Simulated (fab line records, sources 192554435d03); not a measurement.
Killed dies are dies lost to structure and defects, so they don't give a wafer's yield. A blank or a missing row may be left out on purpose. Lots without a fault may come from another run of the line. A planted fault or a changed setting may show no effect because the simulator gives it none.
A struck lot beside a sound one | flow n5_finfet | 41 steps out of a route of 1938
Sound: wafers L396.2, L396.5, L396.6. Struck: wafers L383.1, L383.2, L383.5. The cause comes at the end.
At each step with rows: each side's tool, then ch and its chambers, then its first start. Under that, the readings that differ: sound wafers | struck wafers | difference of the means | sigmas: that difference in standard deviations of wafers without a fault.
alike: readings whose means differ by less than 2 such deviations, and words and numbers that are the same on both sides. not compared: withheld readings, readings that some wafer has no value for, bounds like >300 that may hide the same value, and numbers for which the record gives no deviation and whose values overlap.
The two part at a step that has a row with sigmas, a row that says differs or no value, or rows on one side only. Numbers that don't overlap but have no deviation are shown without sigmas and don't part them. A reading that every wafer of one side lacks parts them only if that side has two wafers or more.

first, 12 steps without rows for these wafers: N5_SD_EPI_N_STRIP_36 (strips in N2/H2); N5_SD_EPI_N_ETCHBACK_44 (etches SiNx in CH3F/O2, stops on SiO2, target depth 14.5 nm); N5_SD_EPI_N_ETCH_45 (etches SiOCN in CH3F/O2, target depth 6 nm); N5_SD_EPI_N_ETCH_16 (etches SiO2 in CHF3/O2, target depth 5 nm); N5_SD_EPI_N_STRIP_47 (strips in CHF3/O2); N5_SD_EPI_N_SD_RECESS_17 (chemistry HBr/Cl2/O2, target depth 41 nm, time 23.7 s, bt time 3 s); N5_SD_EPI_N_STRIP_38 (strips in N2/H2); N5_SD_EPI_N_WET_ETCH_43 (etches SiO2 in dHF, time 14 s, target depth 1.5 nm); N5_SD_EPI_N_STRIP_18 (strips in SPM, time 750 s); N5_SD_EPI_N_SRD_20 (time 30 s); N5_SD_EPI_N_PRECLEAN_48 (cleans in NF3:NH3, afs cycles 2, time 20 s, sublimation time 60 s); N5_SD_EPI_N_VAPOR_ETCH_50 (etches Si in HCl, time 54 s).
N5_SD_EPI_N_EPI_21: deposits Si:P, time 690 s.
  sound on epi_rpcvd-04 ch 0, day 8 08:19; struck on epi_rpcvd-02 ch 0, day 5 03:29
  reading                                   | sound             | struck            | difference | sigmas
  susceptor_temp_C (C)                      | 679.7 680.4 679.8 | 677.4 677.0 677.0 | -2.8       | -8
  susceptor_temp_C_max                      | 680.8 681.4 680.7 | 678.5 678.5 678.2 | -2.6       | -2
  model.Si-P_of_SD_EPI_N_EPI_21.thk_nm (nm) | 59.4 59.6 59.2    | 56.4 57.4 57.4    | -2.3       |
  alike: chamber_pressure_Torr
then, 24 steps without rows for these wafers: N5_SD_EPI_N_PRECLEAN_24 (cleans in O3/DIW, time 60 s); N5_SD_EPI_N_SRD_25 (time 30 s); N5_SD_EPI_N_PRECLEAN_49 (cleans in NF3:NH3, afs cycles 1, time 20 s, sublimation time 60 s); N5_SD_EPI_N_LINER_46 (material SiNx, target thk 3 nm); N5_SD_EPI_P_COAT_34 (time 60 s, resist thk 350 nm); N5_SD_EPI_P_COAT_35 (time 60 s, resist thk 35 nm); N5_SD_EPI_P_COAT_03 (resist thk 150 nm); N5_SD_EPI_P_EBR_05; N5_SD_EPI_P_SOFTBAKE_04 (time 60 s); N5_SD_EPI_P_EXPOSE_06 (exposes mask SD P BLK, target cd 240 nm); N5_SD_EPI_P_PEB_07 (peb time 60 s); N5_SD_EPI_P_DEVELOP_08 (develop time 30 s); N5_SD_EPI_P_DESCUM_14 (chemistry O2, time 7.9 s); N5_SD_EPI_P_ETCH_36 (etches SiARC in CF4, target depth 45.5 nm, time 75.8 s); N5_SD_EPI_P_ETCH_37 (etches SOC in N2/H2, overetch 108 nm, time 486 s); N5_SD_EPI_P_STRIP_38 (strips in N2/H2); N5_SD_EPI_P_ETCHBACK_46 (etches SiNx in CH3F/O2, stops on SiO2, target depth 17.5 nm); N5_SD_EPI_P_ETCH_47 (etches SiOCN in CH3F/O2, target depth 25 nm); N5_SD_EPI_P_ETCH_16 (etches SiO2 in CHF3/O2, target depth 5 nm); N5_SD_EPI_P_STRIP_50 (strips in CHF3/O2); N5_SD_EPI_P_SD_RECESS_17 (chemistry HBr/Cl2/O2, target depth 39.1 nm, bt time 3 s); N5_SD_EPI_P_WET_ETCH_45 (etches SiO2 in dHF, time 10.7 s, target depth 2 nm, rinse time 30 s); N5_SD_EPI_P_STRIP_40 (strips in N2/H2); N5_SD_EPI_P_PRECLEAN_52 (cleans in O3/DIW, time 60 s).
N5_SD_ACTIVATION_RS_MEAS_03: measures by four-point-probe.
  sound on film_metro-01, day 8 15:38; struck on film_metro-01, day 5 11:01
  reading          | sound             | struck            | difference | sigmas
  RS_SD_N (ohm/sq) | 21.74 21.74 21.96 | 22.78 22.48 22.56 | +0.79      | +3
  alike: RS_SD_P
N5_MOL_CONTACT_COAG_ETCH_15: etches SiNx in CH3F/O2, stops on Si:P, target depth 7 nm.
  sound on rie_diel-06 ch 1,2,3, day 9 21:19; struck on rie_diel-05 ch 1,3, day 6 16:22
  reading                                   | sound          | struck         | difference | sigmas
  model.Si-P_of_SD_EPI_N_EPI_21.thk_nm (nm) | 58.6 58.8 58.4 | 55.6 56.6 56.6 | -2.3       |
  alike: chamber_pressure_mTorr, drypump_motor_current_A, oes_o_777_au, oes_product_au, rf_fwd_power_W, rf_vpp_V, showerhead_plenum_p_Torr, throttle_valve_pct
  not compared: rf_hours_counter_h
-- the record jumps here: 3 days lie between the struck wafers' starts before and after (it left off in module MOL_CONTACT_COAG and takes up again in module BEOL_M4, whose first step shown is number 1111 of the route) --
N5_BEOL_M4_RC_MEAS_101:
  sound on prober-02 ch 0, day 13 22:26; struck on prober-02 ch 0, day 9 13:15
  reading          | sound          | struck         | difference | sigmas
  RS_SD_N (ohm/sq) | 28.2 28.3 28.2 | 29.5 29.0 29.2 | +1.0       | +3
  alike: DIBL_N, DIBL_P, IOFF_N, IOFF_P, ION_N, ION_P, SS_N, SS_P, VT_N, VT_P
-- the record jumps here: 5 days lie between the struck wafers' starts before and after (it left off in module BEOL_M4 and takes up again in module PASSIVATION, whose first step shown is number 1936 of the route) --
N5_PASSIVATION_PROBE_49:
  sound on prober-02, day 18 09:31; struck on prober-01, day 14 09:48
  reading         | sound  | struck   | difference | sigmas
  killed_at_M4_up | 10 5 8 | 20 19 28 | +15        | +3
  alike: defect_limited_yield, killed_at_M0_to_M3, killed_at_contacts, killed_at_front_end, killed_at_other, killed_dies, killed_open, killed_short, sort_bin_5_function, sort_bin_6_memory, sort_bin_8_speed, sort_n_pass, sort_yield_pct

WHERE THEY PART
First at N5_SD_EPI_N_EPI_21; last, within this record, at N5_PASSIVATION_PROBE_49.

WHY: what the simulator had put in
Process parameter drift: epi_rpcvd-02, from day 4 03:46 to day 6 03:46, at N5_SD_EPI_N_EPI_21. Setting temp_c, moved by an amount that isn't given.
